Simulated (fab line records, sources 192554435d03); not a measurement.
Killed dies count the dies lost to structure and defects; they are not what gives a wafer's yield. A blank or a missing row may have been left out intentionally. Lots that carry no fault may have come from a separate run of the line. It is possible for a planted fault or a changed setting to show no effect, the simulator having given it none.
Problem report, 8D (eight disciplines) form, completed by code -- flow n5Finfet -- the parts of the form that need people (team, actions taken, sign-off) are left out

== 1. WHAT WENT WRONG ==
At N5_BEOL_M1_ETCH_70, runLengthS averages 150.2 s over 6 wafers from 2 lots, while fault-free wafers read 143.1 s, standard deviation 0.5. That puts it +14 standard deviations away from the usual mean.
The step: etches SOC in N2/H2, target depth 80 nm, overetch 16 nm, time 120 s.
The first sign was on wafer L252.4 at day 12 00:35, on rieDiel-04. The record holds 18 wafers of 6 lots with a number at this step. By rule, "out" or "out of limits" means more than 4 standard deviations away from the usual mean. Any other wafer with a number is counted as sound.

== 2. WHAT IT IS; WHAT IT IS NOT ==
question,is,is not
which readings at this step,runLengthS,"drypumpMotorCurrentA, oesProductAu, rfVppV, showerheadPlenumPTorr, throttleValvePct"
which lots,"L252, L253","L237, L242, L244, L246"
which wafers of those lots,all that have a number,-
read on which tools,rieDiel-04,-
when,from day 12 00:35,up to then (12 sound wafers)

== 3. WHAT RULES OUT EACH SUSPECT ==
Counting: a tool at a process step up to the reading stays a suspect if it ran every lot that is out and no sound lot after the first of them.
- rieDiel-04 at N5_BEOL_M1_ETCHBACK_99 (etches SiO2 in CHF3, target depth 5 nm, time 10.4 s): kept. Every lot that is out went through it, starting with L252 (day 12 00:32), and after that it ran no sound lot; the last sound lot it ran before then is L246 (day 10 11:32).
- rieDiel-04 at N5_BEOL_M1_ETCH_70 (etches SOC in N2/H2, target depth 80 nm, overetch 16 nm, time 120 s): kept. Every lot that is out went through it, starting with L252 (day 12 00:35), and after that it ran no sound lot; the last sound lot it ran before then is L246 (day 10 11:34). Its own readings are out on those wafers: runLengthS.
Left after counting: rieDiel-04 at N5_BEOL_M1_ETCHBACK_99, rieDiel-04 at N5_BEOL_M1_ETCH_70.

== 4. THE CAUSE (what the simulator had put in) ==
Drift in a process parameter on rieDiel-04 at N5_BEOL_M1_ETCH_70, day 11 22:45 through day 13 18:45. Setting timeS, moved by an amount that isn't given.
Of the 2 suspects that counting leaves, this tool is one.

== 5. THE CHAIN OF EFFECTS, in route order ==
Each row: a reading whose mean over the struck wafers that have a number lies more than 3 standard deviations from the usual. Scope: only readings with a usual standard deviation given in the record; hours: median across lots of the time from each lot's start at the first step in this table that gives one to its start at this step; sigmas: change in usual standard deviations.
hours,step,reading,usual,on struck wafers,change,sigmas
0,N5_BEOL_M1_ETCH_70,runLengthS,143.1 s,150.2,+7.1,+14
Its process steps:
- N5_BEOL_M1_ETCH_70: etches SOC in N2/H2, target depth 80 nm, overetch 16 nm, time 120 s.

== 6. HOW IT WOULD HAVE BEEN CAUGHT EARLIER ==
In this record no reading fell out of limits until day 12 00:35, 2 hours after the fault had begun at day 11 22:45.
